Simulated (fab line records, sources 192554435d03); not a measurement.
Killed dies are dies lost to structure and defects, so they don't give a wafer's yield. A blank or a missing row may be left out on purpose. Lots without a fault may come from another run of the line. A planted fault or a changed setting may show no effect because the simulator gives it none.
Which tool did it? | flow n5_finfet | 24 lots, 72 wafers sampled, at 6 steps of a route of 1938

WHAT THE GAUGES READ, wafer by wafer
N5_BEOL_M9_OVL_MEAS_29.
lot  | measured     | on         | V8_OVL (nm)
L074 | day 9 07:46  | overlay-02 | 0.6 -0.1 0.2
L075 | day 9 17:31  | overlay-02 | 0.0 0.7 1.1
L076 | day 10 01:26 | overlay-02 | -0.2 -0.2 0.2
L077 | day 10 02:02 | overlay-02 | 0.3 0.6 1.1
L078 | day 10 07:57 | overlay-02 | -1.2 -0.4 -0.3
L079 | day 10 11:07 | overlay-02 | 1.0 0.6 0.7
L080 | day 10 20:05 | overlay-01 | 0.4 -0.5 0.4
L081 | day 11 13:04 | overlay-02 | 0.8 1.3 0.4
L082 | day 11 21:24 | overlay-01 | 0.2 0.5 0.0
L084 | day 12 04:31 | overlay-01 | 0.1 -0.7 0.5
L085 | day 12 04:41 | overlay-01 | 0.5 0.0 0.3
L083 | day 12 07:14 | overlay-01 | -0.3 0.2 -0.8
L086 | day 13 00:23 | overlay-02 | 0.4 -0.4 0.5
L087 | day 13 00:38 | overlay-02 | -0.1 0.5 0.3
L088 | day 13 01:57 | overlay-01 | -1.5 -0.5 -1.1
L089 | day 13 13:38 | overlay-01 | 0.5 0.5 -0.2
L090 | day 13 20:53 | overlay-01 | 1.2 0.8 1.3
L091 | day 14 01:40 | overlay-01 | 0.7 0.6 0.9
L092 | day 14 04:58 | overlay-02 | 1.1 -0.3 -0.7
L094 | day 14 13:50 | overlay-02 | -0.3 -0.2 -0.3
L093 | day 14 15:08 | overlay-01 | 0.3 -0.1 0.4
L095 | day 14 20:44 | overlay-01 | -0.7 -1.0 -0.6
L097 | day 15 06:21 | overlay-02 | -0.4 0.8 0.9
L096 | day 15 08:13 | overlay-02 | 0.8 0.5 0.6

N5_BEOL_M9_INSPECT_30: inspects for defects (brightfield).
lot  | measured     | on                | raw_defect_count
L074 | day 9 07:49  | defect_inspect-01 | 328 372 464
L075 | day 9 17:34  | defect_inspect-02 | 502 471 568
L076 | day 10 01:29 | defect_inspect-02 | 579 473 509
L077 | day 10 02:05 | defect_inspect-02 | 339 408 598
L078 | day 10 08:01 | defect_inspect-01 | 385 251 387
L079 | day 10 11:10 | defect_inspect-02 | 402 397 336
L080 | day 10 20:08 | defect_inspect-02 | 515 455 421
L081 | day 11 13:07 | defect_inspect-02 | 461 457 461
L082 | day 11 21:27 | defect_inspect-01 | 472 343 312
L084 | day 12 04:34 | defect_inspect-02 | 365 259 394
L085 | day 12 04:44 | defect_inspect-02 | 447 331 621
L083 | day 12 07:17 | defect_inspect-02 | 469 484 556
L086 | day 13 00:26 | defect_inspect-02 | 523 709 508
L087 | day 13 00:41 | defect_inspect-01 | 542 458 400
L088 | day 13 02:01 | defect_inspect-02 | 524 426 406
L089 | day 13 13:41 | defect_inspect-01 | 416 410 408
L090 | day 13 20:57 | defect_inspect-01 | 283 385 527
L091 | day 14 01:44 | defect_inspect-02 | 472 366 698
L092 | day 14 05:01 | defect_inspect-02 | 380 379 491
L094 | day 14 13:53 | defect_inspect-02 | 375 509 418
L093 | day 14 15:12 | defect_inspect-02 | 371 526 356
L095 | day 14 20:48 | defect_inspect-02 | 775 518 535
L097 | day 15 06:24 | defect_inspect-01 | 395 442 371
L096 | day 15 08:17 | defect_inspect-02 | 312 478 448

N5_BEOL_M10_CD_MEAS_11: target cd 64.1 nm.
lot  | measured     | on        | cd_nm (nm)
L074 | day 9 12:25  | cd_sem-01 | 64.3 64.4 64.2
L075 | day 10 00:53 | cd_sem-03 | 65.5 63.6 63.4
L076 | day 10 08:48 | cd_sem-01 | 65.6 63.1 64.4
L077 | day 10 08:52 | cd_sem-02 | 63.4 64.0 64.4
L078 | day 10 15:21 | cd_sem-02 | 64.1 63.5 65.1
L079 | day 10 16:10 | cd_sem-02 | 64.7 64.1 64.0
L080 | day 11 02:07 | cd_sem-01 | 64.8 65.4 65.1
L081 | day 11 18:13 | cd_sem-03 | 64.5 64.8 66.0
L082 | day 12 01:52 | cd_sem-03 | 64.4 65.4 64.5
L084 | day 12 09:35 | cd_sem-01 | 64.6 65.0 66.0
L085 | day 12 09:40 | cd_sem-02 | 64.0 64.5 64.2
L083 | day 12 13:13 | cd_sem-01 | 63.2 64.5 62.9
L086 | day 13 06:52 | cd_sem-03 | 63.2 64.2 64.7
L087 | day 13 07:02 | cd_sem-01 | 64.3 65.2 65.1
L088 | day 13 10:48 | cd_sem-02 | 65.7 64.0 64.4
L089 | day 13 19:07 | cd_sem-02 | 64.8 65.1 64.3
L090 | day 14 04:02 | cd_sem-01 | 63.6 62.4 62.7
L091 | day 14 07:02 | cd_sem-02 | 65.0 65.2 64.7
L092 | day 14 10:59 | cd_sem-02 | 64.6 65.1 63.7
L094 | day 14 18:22 | cd_sem-03 | 65.7 64.7 65.7
L093 | day 14 21:38 | cd_sem-03 | 64.7 64.5 64.1
L095 | day 15 03:57 | cd_sem-03 | 64.7 63.2 64.0
L097 | day 15 13:13 | cd_sem-01 | 63.2 63.8 62.5
L096 | day 15 13:25 | cd_sem-01 | 64.3 64.1 63.8

N5_BEOL_M10_CD_MEAS_35: target cd 70 nm.
lot  | measured     | on        | cd_nm (nm)
L074 | day 9 14:10  | cd_sem-02 | 68.9 70.1 69.1
L075 | day 10 05:01 | cd_sem-02 | 70.5 69.6 69.2
L076 | day 10 11:51 | cd_sem-02 | 71.5 69.7 70.3
L077 | day 10 12:12 | cd_sem-01 | 68.8 70.3 70.5
L078 | day 10 20:52 | cd_sem-03 | 69.3 68.7 70.5
L079 | day 10 21:02 | cd_sem-02 | 69.8 69.1 69.4
L080 | day 11 05:13 | cd_sem-02 | 70.3 71.1 70.7
L081 | day 11 22:39 | cd_sem-02 | 70.5 70.4 71.9
L082 | day 12 05:22 | cd_sem-02 | 69.1 70.9 69.9
L084 | day 12 12:04 | cd_sem-01 | 70.9 70.1 71.1
L085 | day 12 12:11 | cd_sem-02 | 69.3 70.8 69.9
L083 | day 12 15:34 | cd_sem-03 | 69.6 69.9 67.9
L086 | day 13 10:22 | cd_sem-02 | 68.7 70.1 69.7
L087 | day 13 10:50 | cd_sem-01 | 70.0 70.2 69.9
L088 | day 13 14:55 | cd_sem-03 | 71.3 69.8 70.3
L089 | day 13 21:11 | cd_sem-01 | 70.2 71.2 69.3
L090 | day 14 05:40 | cd_sem-02 | 69.0 68.4 68.5
L091 | day 14 11:13 | cd_sem-02 | 69.9 70.7 71.4
L092 | day 14 12:47 | cd_sem-01 | 70.8 70.9 69.3
L094 | day 14 21:19 | cd_sem-03 | 71.6 70.6 71.7
L093 | day 15 00:11 | cd_sem-03 | 70.2 69.5 70.2
L095 | day 15 07:01 | cd_sem-03 | 70.1 69.3 69.1
L097 | day 15 15:55 | cd_sem-03 | 69.7 70.2 69.0
L096 | day 15 16:01 | cd_sem-01 | 69.8 69.8 69.4

N5_BEOL_M10_THK_MEAS_53: measures by xrf.
lot  | measured     | on            | M10_THK (nm)
L074 | day 9 16:40  | film_metro-01 | 140 136 140
L075 | day 10 06:58 | film_metro-02 | 132 137 137
L076 | day 10 13:56 | film_metro-02 | 134 145 147
L077 | day 10 14:46 | film_metro-02 | 134 139 136
L078 | day 10 23:30 | film_metro-02 | 140 140 142
L079 | day 11 01:23 | film_metro-01 | 135 136 132
L080 | day 11 07:58 | film_metro-01 | 137 145 135
L081 | day 12 00:43 | film_metro-01 | 137 146 139
L082 | day 12 07:49 | film_metro-02 | 142 141 141
L084 | day 12 15:28 | film_metro-02 | 139 150 143
L085 | day 12 15:56 | film_metro-01 | 142 149 145
L083 | day 12 19:28 | film_metro-01 | 135 135 137
L086 | day 13 13:00 | film_metro-01 | 139 139 144
L087 | day 13 13:16 | film_metro-02 | 130 140 146
L088 | day 13 17:07 | film_metro-01 | 147 145 143
L089 | day 14 00:43 | film_metro-02 | 142 141 142
L090 | day 14 07:55 | film_metro-02 | 146 147 145
L091 | day 14 14:27 | film_metro-02 | 144 136 143
L092 | day 14 15:40 | film_metro-02 | 137 134 138
L094 | day 14 23:59 | film_metro-02 | 143 143 141
L093 | day 15 02:29 | film_metro-01 | 138 139 144
L095 | day 15 10:19 | film_metro-01 | 142 141 143
L097 | day 15 19:12 | film_metro-01 | 146 145 144
L096 | day 15 18:15 | film_metro-02 | 135 143 138

WHICH TOOL RAN EACH LOT (tool, then ch and the chambers of the sampled wafers, then the start)
lot  | N5_BEOL_M10_HM_DEP_02
L074 | pvd_sputter-02, day 9 11:55
L075 | pvd_sputter-03, day 10 00:23
L076 | pvd_sputter-02, day 10 08:18
L077 | pvd_sputter-02, day 10 08:30
L078 | pvd_sputter-02, day 10 14:58
L079 | pvd_sputter-02, day 10 15:40
L080 | pvd_sputter-02, day 11 01:37
L081 | pvd_sputter-01, day 11 17:51
L082 | pvd_sputter-01, day 12 01:22
L084 | pvd_sputter-02, day 12 09:05
L085 | pvd_sputter-03, day 12 09:17
L083 | pvd_sputter-01, day 12 12:43
L086 | pvd_sputter-03, day 13 06:22
L087 | pvd_sputter-02, day 13 06:23
L088 | pvd_sputter-01, day 13 10:19
L089 | pvd_sputter-03, day 13 18:35
L090 | pvd_sputter-02, day 14 03:32
L091 | pvd_sputter-02, day 14 06:40
L092 | pvd_sputter-01, day 14 10:36
L094 | pvd_sputter-03, day 14 17:59
L093 | pvd_sputter-02, day 14 21:08
L095 | pvd_sputter-02, day 15 03:34
L097 | pvd_sputter-03, day 15 12:50
L096 | pvd_sputter-03, day 15 13:02
- N5_BEOL_M10_HM_DEP_02: deposits TiN, target thk 20 nm.

WHAT THE TOOLS THEMSELVES READ (means of the sampled wafers that have a number; where no wafer has one, the mark that the record gives instead)
N5_BEOL_M10_HM_DEP_02.
lot  | tool           | throttle_valve_pct (%)
L074 | pvd_sputter-02 | 29.2
L075 | pvd_sputter-03 | 30.2
L076 | pvd_sputter-02 | 30.1
L077 | pvd_sputter-02 | 29.6
L078 | pvd_sputter-02 | 30.0
L079 | pvd_sputter-02 | 29.6
L080 | pvd_sputter-02 | 29.0
L081 | pvd_sputter-01 | 29.4
L082 | pvd_sputter-01 | 29.4
L084 | pvd_sputter-02 | 29.0
L085 | pvd_sputter-03 | 30.2
L083 | pvd_sputter-01 | 29.2
L086 | pvd_sputter-03 | 30.1
L087 | pvd_sputter-02 | 29.5
L088 | pvd_sputter-01 | 29.2
L089 | pvd_sputter-03 | 30.2
L090 | pvd_sputter-02 | 30.1
L091 | pvd_sputter-02 | 29.5
L092 | pvd_sputter-01 | 29.5
L094 | pvd_sputter-03 | 30.7
L093 | pvd_sputter-02 | 29.8
L095 | pvd_sputter-02 | 29.5
L097 | pvd_sputter-03 | 30.3
L096 | pvd_sputter-03 | 29.6

THE ANSWER, worked out from the rows above alone
Rule: what is usual is taken from the lots themselves. Put in order of their means at a reading, lots are off if they are a third of the lots or fewer, leave a main group of 4 or more, and stand apart from it by a gap of 3 or more times the standard deviation of the main group's means; of several such gaps the widest counts. A main group whose means are all the same, to the digits that the tables above print for the reading, isn't used. A lot without any number at a reading at which 4 lots or more have one is off too. The other lots that the step has rows for count as sound. The gauges are gone through in route order, then the tools' own readings, and for those a lot's mean is taken as printed above. The first step at which some lot is off is used, and at that step the reading that is off furthest; a lot without a number counts as furthest.
No lot is off at any reading shown: from this, nothing can be told.

WHAT THE SIMULATOR HAD PUT IN
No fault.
